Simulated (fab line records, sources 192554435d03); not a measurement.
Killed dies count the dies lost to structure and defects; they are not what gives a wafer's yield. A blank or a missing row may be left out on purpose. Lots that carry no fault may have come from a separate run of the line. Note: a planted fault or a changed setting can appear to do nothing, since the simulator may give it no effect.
fab line records	flow n5_finfet
record lots=6	wafers=18	last_day=18
route steps=1938 shown HKMG_FIN@410 PASSIVATION@1936
lots that met no fault: taken from a fault-free run of the same line
start_h: start of the lot's first displayed wafer, in hours after the record's first day	wait_h: time in hours since the lot's previous step	" repeats the value in the row above	L1.1+2: several wafers, shown together as one row	- no value, or no start was given	* or withheld: withheld	< > ~ a bound
route shown NAME@n: a module of which the file shows steps, and the number in the route of the first	usual: mean/standard deviation taken from wafers without a fault	same: alike in all rows	chamber/n: place in a boat	sites: each site's reading	_std_site: the standard deviation of these	_edge_site: mean of outer sites minus mean of inner sites	radius_mm: how far each site lies from the wafer's centre	mask NAME#n: copy n	behind: the last tool/chamber to shape the wafer	hold: what put the lot on hold/how long, in hours/how the hold closed	device: transistor that didn't switch, given as n, p or np	end of line: tests of these same wafers at the route's end	step lacking rows: just its recipe	killed: dies that structure and defects cost at the first sort, which is not the same as the wafer's yield	map: the dies of a wafer, with x for killed, . for not killed, _ for no die there
set.NAME: setting as actually run; set.NAME@STEP: the setting as run at that earlier step	model.NAME: the simulator's own value behind a step, which no gauge read
lots at some steps of the route; a table a step, a row a wafer
services: from which hour (start_h, from the record's first day; less than 0 if before it) a tool's chamber was out of use, for how many hours, and why
## steps
# step N5_HKMG_FIN_WET_ETCH_77
# recipe chemistry=dHCl	mix=1:10000	temp_c=25	target=La2O3	stop_on=HfO2	target_depth_nm=2
# step N5_HKMG_FIN_WET_ETCH_78
# recipe chemistry=dNH4OH	mix=1:50	temp_c=25	target=Al2O3	stop_on=La2O3	target_depth_nm=4.5	dry=ipa_marangoni	rinse_time_s=30	rinse_temp_c=23
# step N5_HKMG_FIN_ALD_79
# recipe material=TiN	target_thk_a=15	temp_c=400	ald_precursor_family=TiCl4	ald_co_reactant=NH3	pulse_time_s=1	purge_time_s=3	co_reactant_purge_time_s=2	co_reactant_pulse_time_s=2	ald_cycles=68	pressure_torr=3
# usual heater_power_w=860/93	precursor_pulse_height_rel=1.002/0.018	susceptor_temp_C=399.98/0.21
# same purge_time_s=3
lot.wafer	tool	chamber	start_h	wait_h	heater_power_w	precursor_pulse_height_rel	susceptor_temp_C
L882.3	ald_metal-02	1	92.57	0.0	772	1.021	400.05
L882.4	"	0	"	"	752	0.974	400.19
L882.6	"	0	"	"	733	1.020	400.20
L883.2	ald_metal-04	0	100.06	0.0	874	0.999	400.33
L883.4	"	0	"	"	861	1.024	399.87
L883.5	"	1	"	"	960	0.988	400.16
L885.3	ald_metal-03	0	111.52	0.0	796	1.018	400.01
L885.4	"	1	"	"	997	0.998	400.36
L885.5	"	0	"	"	764	0.992	399.82
L886.1	ald_metal-03	0	117.66	0.2	776	1.017	399.82
L886.3	"	3	"	"	1026	0.993	400.33
L886.4	"	2	"	"	845	1.026	399.51
L895.3	ald_metal-03	3	169.83	0.0	1007	0.993	399.91
L895.4	"	1	"	"	1009	1.025	399.87
L895.6	"	3	"	"	1011	1.001	399.81
L898.1	ald_metal-04	1	194.74	0.0	979	0.981	399.90
L898.2	"	3	"	"	953	1.003	400.13
L898.4	"	0	"	"	858	0.982	399.96
# step N5_HKMG_FIN_CVD_62
# recipe material=a-Si	target_thk_a=30	temp_c=500	precursor=Si2H6	pressure_torr=1	time_s=20.8
# step N5_HKMG_FIN_RTA_80
# recipe temp_c=withheld	time_s=2	ambient=N2	idle_temp_c=600	ramp_up_c_per_s=150	ramp_down_c_per_s=60	cool_to_c=600
# step N5_HKMG_FIN_PRECLEAN_64
# recipe chemistry=dHF	time_s=30	temp_c=25	dilution=withheld
# step N5_HKMG_FIN_WET_ETCH_65
# recipe chemistry=TMAH	temp_c=70	conc_wt_pct=5	target=a-Si	stop_on=TiN	time_s=49	target_depth_nm=3
# step N5_HKMG_FIN_WET_ETCH_81
# recipe chemistry=SC1	target=TiN	stop_on=HfO2	mix=1:1:5	temp_c=60	time_s=57	target_depth_nm=6
# step N5_HKMG_FIN_WET_ETCH_82
# recipe chemistry=dHCl	mix=1:10000	temp_c=25	target=La2O3	stop_on=HfO2	target_depth_nm=2	dry=ipa_marangoni	rinse_time_s=30	rinse_temp_c=23
# step N5_HKMG_FIN_ALD_36
# recipe material=TiN	target_thk_a=10	temp_c=400	ald_precursor_family=TiCl4	ald_co_reactant=NH3	pulse_time_s=1	purge_time_s=3	co_reactant_purge_time_s=2	co_reactant_pulse_time_s=2	ald_cycles=47	pressure_torr=3
# usual heater_power_w=872/96	precursor_pulse_height_rel=1.001/0.019	susceptor_temp_C=400.00/0.2
# same purge_time_s=3
lot.wafer	tool	chamber	start_h	wait_h	heater_power_w	precursor_pulse_height_rel	susceptor_temp_C
L882.3	ald_metal-03	2	93.36	0.0	849	1.001	400.16
L882.4	"	1	"	"	960	0.965	399.79
L882.6	"	3	"	"	1004	1.011	399.94
L883.2	ald_metal-04	2	100.97	0.2	939	0.986	399.86
L883.4	"	0	"	"	839	1.026	400.08
L883.5	"	1	"	"	976	1.020	399.69
L885.3	ald_metal-02	1	112.31	0.0	780	1.007	399.87
L885.4	"	3	"	"	805	0.975	400.11
L885.5	"	1	"	"	777	1.014	399.84
L886.1	ald_metal-02	0	118.48	0.0	733	1.003	400.35
L886.3	"	1	"	"	779	0.989	399.82
L886.4	"	2	"	"	723	1.043	400.12
L895.3	ald_metal-02	1	170.73	0.0	791	0.973	399.99
L895.4	"	2	"	"	751	0.989	399.95
L895.6	"	0	"	"	741	1.017	400.11
L898.1	ald_metal-04	0	195.50	0.0	869	1.003	400.29
L898.2	"	2	"	"	923	1.016	400.07
L898.4	"	3	"	"	967	0.996	399.91
# step N5_HKMG_FIN_THK_MEAS_70
# recipe thk_meas_gauge=xrf	reads=HfO2_of_HKMG_FIN_HK_ALD_01
# usual HK_THK=1.598/0.019
lot.wafer	tool	chamber	start_h	wait_h	HK_THK[nm]
L882.3	film_metro-02	-	93.64	0.2	1.585
L882.4	"	-	"	"	1.605
L882.6	"	-	"	"	1.627
L883.2	film_metro-01	-	101.25	0.2	1.613
L883.4	"	-	"	"	1.604
L883.5	"	-	"	"	1.596
L885.3	film_metro-02	-	112.59	0.2	1.612
L885.4	"	-	"	"	1.619
L885.5	"	-	"	"	1.572
L886.1	film_metro-01	-	118.76	0.2	1.583
L886.3	"	-	"	"	1.584
L886.4	"	-	"	"	1.579
L895.3	film_metro-02	-	171.02	0.2	1.625
L895.4	"	-	"	"	1.579
L895.6	"	-	"	"	1.579
L898.1	film_metro-02	-	195.78	0.2	1.578
L898.2	"	-	"	"	1.632
L898.4	"	-	"	"	1.587
# step N5_HKMG_FIN_PWFM_ALD_03
# recipe material=TiN	target_thk_a=20	temp_c=400	ald_precursor_family=TiCl4	ald_co_reactant=NH3	pulse_time_s=1	purge_time_s=3	co_reactant_purge_time_s=2	co_reactant_pulse_time_s=2	ald_cycles=91	pressure_torr=3
# step N5_HKMG_FIN_COAT_29
# recipe resist=SOC	temp_c=250	time_s=60	spin_rpm=1500	resist_thk_nm=300
# usual spin_speed_rpm=1500.1/1.1
# same time_s=60
lot.wafer	tool	chamber	start_h	wait_h	spin_speed_rpm	model.SOC_of_HKMG_FIN_COAT_29.thk_nm
L882.3	litho_track-02	0	94.14	0.2	1500.3	299.4
L882.4	"	0	"	"	1500.5	299.6
L882.6	"	0	"	"	1497.8	299.8
L883.2	litho_track-02	0	101.75	0.2	1500.1	300.2
L883.4	"	0	"	"	1499.8	299.8
L883.5	"	0	"	"	1500.5	300.6
L885.3	litho_track-02	0	113.10	0.2	1683.0	283.8
L885.4	"	0	"	"	1683.5	284.8
L885.5	"	0	"	"	1683.4	283.8
L886.1	litho_track-02	0	119.27	0.2	1682.5	285.2
L886.3	"	0	"	"	1683.1	284.8
L886.4	"	0	"	"	1681.8	285.2
L895.3	litho_track-04	0	171.52	0.2	1499.4	302.4
L895.4	"	0	"	"	1499.7	301
L895.6	"	0	"	"	1498.2	302.2
L898.1	litho_track-04	0	196.29	0.2	1499.0	301.4
L898.2	"	0	"	"	1499.7	301.6
L898.4	"	0	"	"	1497.9	301.6
# step N5_HKMG_FIN_COAT_30
# recipe resist=SiARC	temp_c=220	time_s=60	spin_rpm=1500	resist_thk_nm=35
# step N5_HKMG_FIN_COAT_06
# recipe resist=CAR-ArF	spin_rpm=1500	resist_thk_nm=90
# step N5_HKMG_FIN_EBR_08
# recipe solvent=PGMEA	ebr_width_mm=1.5
# step N5_HKMG_FIN_SOFTBAKE_07
# recipe temp_c=110	time_s=60	resist=CAR-ArF
# step N5_HKMG_FIN_EXPOSE_09
# recipe mask_id=NWFM	na=1.35	source_shape=conventional	sigma_outer=0.8	polarization=unpolarized	dose_mj=39.25
# step N5_HKMG_FIN_PEB_10
# recipe peb_temp_c=withheld	peb_time_s=60	resist=CAR-ArF
# step N5_HKMG_FIN_DEVELOP_11
# recipe develop_time_s=30	developer=TMAH	resist=CAR-ArF	dev_temp_c=23	rinse_liquid=diw	dry=air_spin
# step N5_HKMG_FIN_CD_MEAS_12
# recipe target_cd_nm=92.8	landing_energy_ev=500	detector=se_inlens
# usual cd_nm=93.1/0.92
lot.wafer	tool	chamber	start_h	wait_h	cd_nm
L882.3	cd_sem-03	0	94.51	-	93.1
L882.4	"	0	"	"	92.4
L882.6	"	0	"	"	93.1
L883.2	cd_sem-03	0	102.00	-	92.2
L883.4	"	0	"	"	92.7
L883.5	"	0	"	"	93.4
L885.3	cd_sem-01	0	113.47	-	93.7
L885.4	"	0	"	"	94.1
L885.5	"	0	"	"	94.5
L886.1	cd_sem-01	0	119.63	-	93.2
L886.3	"	0	"	"	93.5
L886.4	"	0	"	"	93.7
L895.3	cd_sem-02	0	171.77	-	94.5
L895.4	"	0	"	"	93.6
L895.6	"	0	"	"	93.8
L898.1	cd_sem-02	0	196.53	-	91.2
L898.2	"	0	"	"	91.0
L898.4	"	0	"	"	92.3
# step N5_HKMG_FIN_OVL_MEAS_13
# recipe points_per_wafer=44
# usual NWFM_OVL=-0.1/0.83
lot.wafer	tool	chamber	start_h	wait_h	NWFM_OVL[nm]
L882.3	overlay-01	0	94.54	0.0	-0.5
L882.4	"	0	"	"	-0.3
L882.6	"	0	"	"	0.0
L883.2	overlay-01	0	102.03	0.0	-1.3
L883.4	"	0	"	"	-0.2
L883.5	"	0	"	"	-0.2
L885.3	overlay-01	0	113.49	0.0	1.0
L885.4	"	0	"	"	-0.2
L885.5	"	0	"	"	0.0
L886.1	overlay-01	0	119.67	0.0	0.5
L886.3	"	0	"	"	1.2
L886.4	"	0	"	"	0.9
L895.3	overlay-01	0	171.79	0.0	-0.3
L895.4	"	0	"	"	-0.5
L895.6	"	0	"	"	-0.1
L898.1	overlay-01	0	196.56	0.0	-0.1
L898.2	"	0	"	"	-0.5
L898.4	"	0	"	"	-0.6
# step N5_HKMG_FIN_INSPECT_14
# recipe mode=adi	inspect_instrument=macro
# usual raw_defect_count=1.9/1.5
lot.wafer	tool	chamber	start_h	wait_h	raw_defect_count
L882.3	defect_inspect-02	-	94.57	0.0	1
L882.4	"	-	"	"	2
L882.6	"	-	"	"	0
L883.2	defect_inspect-01	-	102.05	0.0	2
L883.4	"	-	"	"	0
L883.5	"	-	"	"	0
L885.3	defect_inspect-01	-	113.52	0.0	1
L885.4	"	-	"	"	4
L885.5	"	-	"	"	3
L886.1	defect_inspect-02	-	119.69	0.0	0
L886.3	"	-	"	"	0
L886.4	"	-	"	"	3
L895.3	defect_inspect-02	-	171.82	0.0	1
L895.4	"	-	"	"	4
L895.6	"	-	"	"	1
L898.1	defect_inspect-01	-	196.59	0.0	2
L898.2	"	-	"	"	5
L898.4	"	-	"	"	1
# step N5_HKMG_FIN_DESCUM_17
# recipe chemistry=O2	time_s=7.9	source_power_w=50	bias_power_w=20	pressure_mtorr=20	rf_frequency_hz=2.712e+07	temp_c=40	resist=CAR-ArF	o2_flow_sccm=225
# step N5_HKMG_FIN_ETCH_31
# recipe chemistry=CF4	target=SiARC	target_depth_a=455	mask_material=CAR-ArF	time_s=75.8	ion_energy_ev=80	pressure_mtorr=40	source_w=545	bias_w=36	Ar_flow_sccm=100	cf4_flow_sccm=100	ends=cleared
# usual drypump_motor_current_A=5.8/0.41	etch_rf_on_time_s=76.8/1.5	oes_product_au=0.66/0.086	rf_vpp_V=184.4/1.2	showerhead_plenum_p_Torr=2.16/0.072	throttle_valve_pct=15.67/0.28
lot.wafer	tool	chamber	start_h	wait_h	drypump_motor_current_A	etch_rf_on_time_s	oes_product_au	rf_hours_counter_h	rf_vpp_V	showerhead_plenum_p_Torr	throttle_valve_pct
L882.3	rie_diel-03	2	95.01	0.0	5.2	77.0	0.60	212	182.8	2.13	15.88
L882.4	"	1	"	"	6.1	77.3	0.59	-	182.9	2.12	15.52
L882.6	"	2	"	"	5.2	76.8	0.59	-	185.0	2.13	15.87
L883.2	rie_diel-05	0	102.60	0.0	6.1	74.8	0.61	218	182.3	2.03	15.57
L883.4	"	1	"	"	5.5	79.5	0.59	209	183.8	2.12	15.82
L883.5	"	1	"	"	5.5	79.6	0.59	-	182.6	2.12	15.83
L885.3	rie_diel-05	2	113.59	0.0	6.1	77.5	0.64	156	185.9	2.22	15.77
L885.4	"	3	"	"	6.1	75.4	0.63	187	181.3	2.04	15.64
L885.5	"	1	"	"	5.5	80.1	0.58	-	183.0	2.12	15.84
L886.1	rie_diel-01	1	119.76	0.0	6.1	74.0	0.80	15	184.5	2.18	15.23
L886.3	"	2	"	"	5.4	76.3	0.79	19	184.8	2.18	15.32
L886.4	"	0	"	"	5.1	77.3	0.69	76	185.4	2.25	15.54
L895.3	rie_diel-03	1	171.89	0.0	6.1	76.7	0.57	280	184.2	2.11	15.60
L895.4	"	2	"	"	5.2	75.6	0.58	-	184.9	2.11	15.94
L895.6	"	1	"	"	6.1	76.4	0.57	-	183.3	2.11	15.60
L898.1	rie_diel-01	3	196.66	0.0	5.7	77.2	0.78	16	186.2	2.29	15.88
L898.2	"	2	"	"	5.5	77.2	0.73	50	183.6	2.17	15.40
L898.4	"	0	"	"	5.1	79.0	0.65	107	185.8	2.24	15.60
# step N5_HKMG_FIN_ETCH_32
# recipe chemistry=N2/H2	target=SOC	target_depth_a=2400	temp_c=40	time_s=300	ion_energy_ev=200	mask_material=SiARC	pressure_mtorr=30	source_w=840	bias_w=150	n2_flow_sccm=200	h2_flow_sccm=200
# usual drypump_motor_current_A=5.8/0.41	h2_flow_sccm=200.0/0.65	oes_product_au=0.77/0.1	rf_vpp_V=524.4/2.7	showerhead_plenum_p_Torr=2.56/0.092	temp_c=40.00/0.12	throttle_valve_pct=17.86/0.23
# same time_s=300
lot.wafer	tool	chamber	start_h	wait_h	drypump_motor_current_A	h2_flow_sccm	oes_product_au	rf_hours_counter_h	rf_vpp_V	showerhead_plenum_p_Torr	temp_c	throttle_valve_pct
L882.3	rie_diel-03	2	95.07	0.0	5.2	199.7	0.71	212	523.9	2.50	39.89	17.97
L882.4	"	1	"	"	6.1	199.9	0.69	-	521.7	2.52	40.00	17.76
L882.6	"	2	"	"	5.2	199.8	0.71	-	523.1	2.50	39.89	17.95
L883.2	rie_diel-05	0	102.66	0.0	6.1	199.7	0.71	218	520.4	2.41	39.96	17.75
L883.4	"	1	"	"	5.5	200.4	0.68	209	522.0	2.50	39.98	17.88
L883.5	"	1	"	"	5.5	199.8	0.68	-	522.7	2.50	40.09	17.88
L885.3	rie_diel-05	2	113.64	0.0	6.1	198.9	0.75	157	527.4	2.64	39.93	17.97
L885.4	"	3	"	"	6.1	199.6	0.74	187	520.3	2.42	39.99	17.75
L885.5	"	1	"	"	5.5	199.4	0.68	-	523.2	2.50	39.76	17.89
L886.1	rie_diel-01	1	119.81	0.0	6.1	199.7	0.95	15	525.4	2.60	40.10	17.57
L886.3	"	2	"	"	5.5	199.5	0.93	19	526.2	2.60	40.01	17.64
L886.4	"	0	"	"	5.1	199.0	0.80	76	527.7	2.68	40.08	17.70
L895.3	rie_diel-03	1	171.94	0.0	6.1	199.5	0.67	280	521.7	2.51	39.77	17.84
L895.4	"	2	"	"	5.2	200.5	0.69	-	523.3	2.49	40.27	18.04
L895.6	"	1	"	"	6.1	199.8	0.66	-	522.2	2.51	39.91	17.83
L898.1	rie_diel-01	3	196.71	0.0	5.7	200.2	0.90	17	527.8	2.72	40.20	18.08
L898.2	"	2	"	"	5.5	200.0	0.87	50	524.8	2.59	40.00	17.67
L898.4	"	0	"	"	5.2	199.1	0.77	107	526.7	2.66	39.95	17.76
# step N5_HKMG_FIN_STRIP_33
# recipe chemistry=N2/H2	temp_c=40	n2_flow_sccm=200	h2_flow_sccm=200	rf_frequency_hz=6e+07
# step N5_HKMG_FIN_STRIP_34
# recipe chemistry=CF4	resist=SiARC	power_w=300	bias_power_w=75	pressure_mtorr=50	cf4_flow_sccm=150	rf_frequency_hz=6e+07
# step N5_HKMG_FIN_ETCH_35
# recipe chemistry=N2/H2	target=SOC	target_depth_a=2158	ion_energy_ev=65	bias_w=5	source_w=3000	time_s=243.4	pressure_mtorr=30	n2_flow_sccm=200	h2_flow_sccm=200
# usual drypump_motor_current_A=5.8/0.41	h2_flow_sccm=200.0/0.54	oes_product_au=0.77/0.1	rf_vpp_V=141.7/1.1	showerhead_plenum_p_Torr=2.56/0.092	throttle_valve_pct=17.86/0.23
# same time_s=243.4
lot.wafer	tool	chamber	start_h	wait_h	drypump_motor_current_A	h2_flow_sccm	oes_product_au	rf_hours_counter_h	rf_vpp_V	showerhead_plenum_p_Torr	throttle_valve_pct
L882.3	rie_diel-03	2	95.28	0.0	5.2	201.0	0.70	212	140.3	2.51	17.98
L882.4	"	1	"	"	6.1	199.8	0.68	-	141.3	2.52	17.76
L882.6	"	2	"	"	5.2	199.4	0.71	-	140.8	2.50	17.96
L883.2	rie_diel-05	0	102.87	0.0	6.1	200.1	0.71	218	141.1	2.41	17.81
L883.4	"	1	"	"	5.5	200.1	0.68	209	139.8	2.50	17.90
L883.5	"	1	"	"	5.5	200.3	0.67	-	142.3	2.50	17.89
L885.3	rie_diel-05	2	113.85	0.0	6.1	200.1	0.74	157	142.5	2.64	17.97
L885.4	"	3	"	"	6.1	200.1	0.73	188	139.9	2.41	17.76
L885.5	"	1	"	"	5.5	200.4	0.67	-	141.7	2.50	17.89
L886.1	rie_diel-01	1	120.02	0.0	6.1	200.1	0.95	15	142.4	2.60	17.57
L886.3	"	2	"	"	5.5	199.3	0.93	19	142.7	2.60	17.63
L886.4	"	0	"	"	5.1	199.7	0.80	76	141.5	2.68	17.70
L895.3	rie_diel-03	1	172.15	0.0	6.1	201.1	0.66	281	140.4	2.51	17.84
L895.4	"	2	"	"	5.2	200.1	0.67	-	142.6	2.49	18.04
L895.6	"	1	"	"	6.1	200.2	0.66	-	141.0	2.51	17.84
L898.1	rie_diel-01	3	196.92	0.0	5.7	200.5	0.91	17	142.5	2.72	18.09
L898.2	"	2	"	"	5.5	199.6	0.87	50	142.4	2.59	17.69
L898.4	"	0	"	"	5.2	200.8	0.77	108	141.2	2.66	17.77
# step N5_HKMG_FIN_STRIP_92
# recipe chemistry=N2/H2	material=SOC	time_s=20	power_w=500	temp_c=40	pressure_mtorr=50	rf_frequency_hz=6e+07	bias_power_w=8	h2_frac=0.5	n2_flow_sccm=300	h2_flow_sccm=300
# usual drypump_motor_current_A=5.8/0.41	h2_flow_sccm=300.0/0.91	oes_product_au=0.77/0.099	rf_vpp_V=54.2/0.87	showerhead_plenum_p_Torr=3.38/0.12	temp_c=39.99/0.11	throttle_valve_pct=18.97/0.22
# same time_s=20
lot.wafer	tool	chamber	start_h	wait_h	drypump_motor_current_A	h2_flow_sccm	oes_product_au	rf_hours_counter_h	rf_vpp_V	showerhead_plenum_p_Torr	temp_c	throttle_valve_pct	model.SOC_of_HKMG_FIN_COAT_29.thk_nm
L882.3	rie_diel-03	2	95.43	0.1	5.2	299.9	0.71	212	54.9	3.31	40.04	18.96	74
L882.4	"	1	"	"	6.1	298.7	0.69	-	55.5	3.33	39.92	18.99	78.8
L882.6	"	2	"	"	5.2	298.6	0.71	-	54.1	3.31	40.13	18.97	72.6
L883.2	rie_diel-05	0	103.02	0.1	6.1	300.8	0.72	218	54.2	3.19	40.03	19.02	74.4
L883.4	"	1	"	"	5.5	299.8	0.68	209	53.1	3.30	39.84	18.96	90.4
L883.5	"	1	"	"	5.5	301.6	0.68	-	54.4	3.30	39.97	18.95	88.8
L885.3	rie_diel-05	2	114.00	0.1	6.2	300.9	0.74	157	54.1	3.49	40.02	18.96	63.6
L885.4	"	3	"	"	6.1	298.3	0.74	188	54.0	3.20	39.93	18.84	60.8
L885.5	"	1	"	"	5.5	299.7	0.68	-	53.9	3.30	40.08	18.96	73.8
L886.1	rie_diel-01	1	120.17	0.1	6.1	298.4	0.93	15	53.5	3.43	40.00	18.82	51.4
L886.3	"	2	"	"	5.5	299.2	0.92	19	55.0	3.44	39.99	18.76	59.2
L886.4	"	0	"	"	5.2	299.9	0.80	77	54.3	3.53	39.90	18.69	64.6
L895.3	rie_diel-03	1	172.30	0.1	6.1	300.3	0.68	281	53.8	3.31	40.12	19.05	83.8
L895.4	"	2	"	"	5.2	297.8	0.68	-	53.7	3.29	40.14	19.02	76.6
L895.6	"	1	"	"	6.1	299.5	0.67	-	53.7	3.31	40.13	19.06	82.2
L898.1	rie_diel-01	3	197.07	0.1	5.7	299.7	0.91	17	54.5	3.58	39.93	19.28	76.2
L898.2	"	2	"	"	5.5	300.4	0.86	50	54.9	3.42	39.92	18.83	77.4
L898.4	"	0	"	"	5.1	300.5	0.77	108	53.4	3.51	39.84	18.74	80.8
# step N5_HKMG_FIN_WET_ETCH_18
# recipe chemistry=SC1	target=TiN	mix=1:1:5	temp_c=*	time_s=55	target_depth_nm=5.2	dry=ipa_marangoni	rinse_time_s=30	rinse_temp_c=23
# step N5_PASSIVATION_PROBE_49
# usual killed_at_M0_to_M3=33/9.9	killed_at_M4_up=14/6.4	killed_at_contacts=12/7	killed_at_front_end=41/13	killed_at_other=3.1/2.9	killed_dies=103/20	killed_open=67/14	killed_short=34/9.4
# same gross_dies=1180	killed_at_back_side=0
lot.wafer	tool	chamber	start_h	wait_h	killed_at_M0_to_M3	killed_at_M4_up	killed_at_contacts	killed_at_front_end	killed_at_other	killed_dies	killed_open	killed_short
L882.3	prober-02	-	279.27	0.1	41	11	8	57	1	118	71	46
L882.4	prober-02	-	279.32	0.2	33	15	6	50	1	105	76	27
L882.6	prober-02	-	279.42	0.3	48	18	3	41	1	111	74	36
L886.1	prober-02	-	302.87	0.0	34	10	9	35	1	89	59	29
L886.3	prober-02	-	302.97	0.1	37	9	6	38	3	93	62	31
L886.4	prober-02	-	303.02	0.2	52	15	9	60	0	136	83	47
L885.3	prober-01	-	305.77	0.1	43	24	7	71	0	145	91	52
L885.4	prober-01	-	305.82	0.2	35	25	9	67	0	136	81	44
L885.5	prober-01	-	305.87	0.2	46	22	25	67	1	161	105	55
L898.1	prober-02	-	421.08	0.0	22	16	9	49	6	102	75	27
L898.2	prober-02	-	421.13	0.1	26	14	5	30	0	75	50	22
L898.4	prober-02	-	421.23	0.2	42	11	10	28	3	94	67	26
# killed by level:class
L882.3 STI_FIN_REVEAL:geometric_particle:open=17 BEOL_M0_SAQP:geometric_particle:short=11 GATE_CUT:geometric_particle:short=9 FIN_SAQP:geometric_particle:short=8 BEOL_M2:geometric_particle:open=8 BEOL_M3:geometric_particle:open=8 FIN_SAQP:geometric_particle:open=7 BEOL_M4:geometric_particle:open=7
L882.4 STI_FIN_REVEAL:geometric_particle:open=15 GATE_CUT:geometric_particle:open=9 GATE_CUT:geometric_particle:short=8 BEOL_M0_SAQP:geometric_particle:open=8 BEOL_M2:geometric_particle:open=7 BEOL_M4:geometric_particle:open=7 BEOL_M3:geometric_particle:open=6 BEOL_M1:geometric_particle:open=5
L882.6 STI_FIN_REVEAL:geometric_particle:open=15 BEOL_M1:geometric_particle:open=11 BEOL_M0_SAQP:geometric_particle:short=10 GATE_CUT:geometric_particle:short=8 BEOL_M4:geometric_particle:open=8 BEOL_M3:geometric_particle:open=7 BEOL_M0_SAQP:geometric_particle:open=6 BEOL_M2:geometric_particle:open=6
L886.1 MOL_CONTACT_COAG:geometric_particle:open=9 STI_FIN_REVEAL:geometric_particle:open=8 FIN_SAQP:geometric_particle:open=7 FIN_SAQP:geometric_particle:short=7 BEOL_M1:geometric_particle:open=7 BEOL_M0_SAQP:geometric_particle:open=6 BEOL_M0_SAQP:geometric_particle:short=5 BEOL_M2:geometric_particle:open=5
L886.3 STI_FIN_REVEAL:geometric_particle:open=8 DUMMY_GATE:geometric_particle:open=7 GATE_CUT:geometric_particle:short=7 BEOL_M3:geometric_particle:open=7 BEOL_M1:geometric_particle:open=7 BEOL_M2:geometric_particle:open=6 BEOL_M0_SAQP:geometric_particle:open=5 FIN_SAQP:geometric_particle:short=4
L886.4 FIN_SAQP:geometric_particle:short=19 STI_FIN_REVEAL:geometric_particle:open=15 BEOL_M1:geometric_particle:open=10 BEOL_M2:geometric_particle:open=9 FIN_SAQP:geometric_particle:open=8 DUMMY_GATE:geometric_particle:open=7 MOL_CONTACT_COAG:geometric_particle:open=7 BEOL_M0:geometric_particle:open=6
L885.3 FIN_SAQP:geometric_particle:open=16 STI_FIN_REVEAL:geometric_particle:open=12 BEOL_M0_SAQP:geometric_particle:short=12 FIN_SAQP:geometric_particle:short=11 DUMMY_GATE:geometric_particle:open=9 BEOL_M4:geometric_particle:open=9 MOL_CONTACT_COAG:geometric_particle:open=7 BEOL_M0_SAQP:geometric_particle:open=7
L885.4 BEOL_M4:geometric_particle:open=15 FIN_SAQP:geometric_particle:short=11 STI_FIN_REVEAL:geometric_particle:open=11 BEOL_M0_SAQP:geometric_particle:short=10 BEOL_M0_SAQP:geometric_particle:open=10 FIN_SAQP:geometric_particle:open=9 MOL_CONTACT_COAG:geometric_particle:open=9 HKMG_FIN:area_etch=8
L885.5 MOL_CONTACT_COAG:geometric_particle:open=18 FIN_SAQP:geometric_particle:open=16 BEOL_M0_SAQP:geometric_particle:short=16 STI_FIN_REVEAL:geometric_particle:open=15 FIN_SAQP:geometric_particle:short=11 BEOL_M4:geometric_particle:open=8 STI_FIN_REVEAL:geometric_particle:short=7 BEOL_M0_SAQP:geometric_particle:open=7
L898.1 FIN_SAQP:geometric_particle:open=17 STI_FIN_REVEAL:geometric_particle:open=7 DUMMY_GATE:geometric_particle:open=6 MOL_CONTACT_COAG:geometric_particle:open=6 GATE_CUT:geometric_particle:short=5 BEOL_M2:geometric_particle:open=5 BEOL_M0_SAQP:geometric_particle:short=4 BEOL_M0_SAQP:geometric_particle:open=4
L898.2 GATE_CUT:geometric_particle:short=8 BEOL_M3:geometric_particle:open=8 MOL_CONTACT_COAG:geometric_particle:open=5 BEOL_M4:geometric_particle:open=5 BEOL_M0:geometric_particle:open=4 FIN_SAQP:geometric_particle:short=3 DUMMY_GATE:geometric_particle:open=3 BEOL_M0_SAQP:geometric_particle:open=3
L898.4 BEOL_M2:geometric_particle:open=11 BEOL_M1:geometric_particle:open=9 MOL_CONTACT_COAG:geometric_particle:open=7 BEOL_M3:geometric_particle:open=7 FIN_SAQP:geometric_particle:open=5 BEOL_M4:geometric_particle:open=5 FIN_SAQP:geometric_particle:short=4 STI_FIN_REVEAL:geometric_particle:open=4
## services
tool	chamber	start_h	hours	kind
rie_diel-01	2	79.65	27.8	repair
ald_metal-04	3	97.93	23.7	repair
ald_metal-02	-	99.82	2.8	pm
litho_track-02	-	136.03	-	consumable_replace:filter
rie_diel-01	3	137.47	-	clean
rie_diel-01	3	137.47	-	consumable_replace:focus_ring
rie_diel-01	3	137.47	-	consumable_replace:showerhead
rie_diel-01	3	137.47	16.5	scheduled_down
rie_diel-01	3	137.47	16.5	vent_cycle
rie_diel-05	0	175.21	1.2	repair
ald_metal-02	0	175.38	3.0	repair
rie_diel-03	1	192.64	-	clean
rie_diel-03	1	192.64	-	consumable_replace:focus_ring
rie_diel-03	1	192.64	15.9	scheduled_down
rie_diel-03	1	192.64	15.9	vent_cycle
## key
first_sign step=N5_HKMG_FIN_COAT_29	reading=spin_speed_rpm	direction=up	sigmas=99+	usual=*	struck=*
effect none on later readings
model_effect step=N5_HKMG_FIN_COAT_29	value=SOC_of_HKMG_FIN_COAT_29.thk_nm	without=301.4	struck=284.6
model_effect step=N5_HKMG_FIN_STRIP_92	value=SOC_of_HKMG_FIN_COAT_29.thk_nm	without=79.03	struck=62.23
met_at N5_HKMG_FIN_COAT_29
struck_wafers L885.3,L885.4,L885.5,L886.1,L886.3,L886.4
tester_left_out L885,L886
onset_between 101.75 113.10
fault kind=process_parameter_drift	tool=litho_track-02	chamber=-	onset_h=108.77	steps=N5_HKMG_FIN_COAT_29	channel=spin_rpm	offset=*	shape=step	end_h=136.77	acts_in=*	stated=*
# tester_left_out: of these lots the tester's yield and bins aren't shown, on N5 and GAA mostly nor the transistor test; their killed dies are dies lost to structure and defects alone, not to doping, threshold or leakage, so they don't give the yield
